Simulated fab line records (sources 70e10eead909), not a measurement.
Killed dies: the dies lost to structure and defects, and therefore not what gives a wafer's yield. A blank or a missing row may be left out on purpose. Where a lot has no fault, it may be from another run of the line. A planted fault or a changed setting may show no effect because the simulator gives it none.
Chamber matching    flow nand-harc    rie-si-03 running NHARC_P_STI_ETCH_15: 4 sister chambers
The step etches the open film in HBr/Cl2, target depth 300 nm, time 100.1 s. 14 wafers are shown with their chamber, then 7 later ones without.

WAFERS, EACH WITH ITS CHAMBER
wafer   chamber  drypump-motor-current-A (A)  oes-product-au (a.u.)  throttle-valve-pct (%)
L908.1  1        6.2                          1.005                  26.401
L908.5  3        5.4                          0.986                  26.408
L908.6  0        5.4                          0.970                  26.392
L909.2  0        5.4                          0.983                  26.388
L909.3  2        5.3                          0.991                  26.411
L909.4  3        5.4                          1.006                  26.413
L911.3  1        6.2                          1.018                  26.392
L911.4  0        5.4                          0.980                  26.415
L911.6  0        5.4                          0.973                  26.403
L912.2  3        5.5                          0.990                  26.407
L912.5  2        5.3                          0.981                  26.421
L912.6  3        5.5                          0.996                  26.393
L913.4  2        5.3                          1.003                  26.400
L913.5  0        5.4                          0.961                  26.414

SIGNATURES (means of the wafers above)
reading                  chamber 0  chamber 1  chamber 2  chamber 3  scatter within a chamber
drypump-motor-current-A  5.400      6.200      5.300      5.450      0.0316
oes-product-au           0.97340    1.01150    0.99167    0.99450    0.00925
throttle-valve-pct       26.40240   26.39650   26.41067   26.40525   0.0104
Rule: a wafer lies at a distance from a chamber equal to the root of the sum of squares, over the readings, of (its reading less the chamber's mean, divided by the reading's scatter). If the next closest chamber is less than 2 further off than the closest, the wafer can't be placed; otherwise it belongs to the closest. The scatter: take each reading less its chamber's mean, square it, sum over the shown wafers, divide by the number of wafers less the number of chambers, and take the root.

WAFERS WHOSE CHAMBER IS MISSING
wafer   drypump-motor-current-A (A)  oes-product-au (a.u.)  throttle-valve-pct (%)
L913.6  6.2                          1.010                  26.397
L918.4  5.4                          0.972                  26.412
L918.5  6.2                          1.012                  26.400
L918.6  5.4                          0.973                  26.405
L930.1  5.5                          0.979                  26.411
L930.2  6.2                          0.985                  26.397
L930.5  5.5                          0.992                  26.411

EACH ONE'S CHAMBER
wafer   from the rows above      in truth
L913.6  1                        1
L918.4  0                        0
L918.5  1                        1
L918.6  0                        0
L930.1  can't be placed: 3 or 0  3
L930.2  1                        1
L930.5  3                        3
Correctly placed: 6 of 7. Unplaceable from these rows: 1, with the true chamber sitting among the candidates in 1. Wrongly placed: 0.
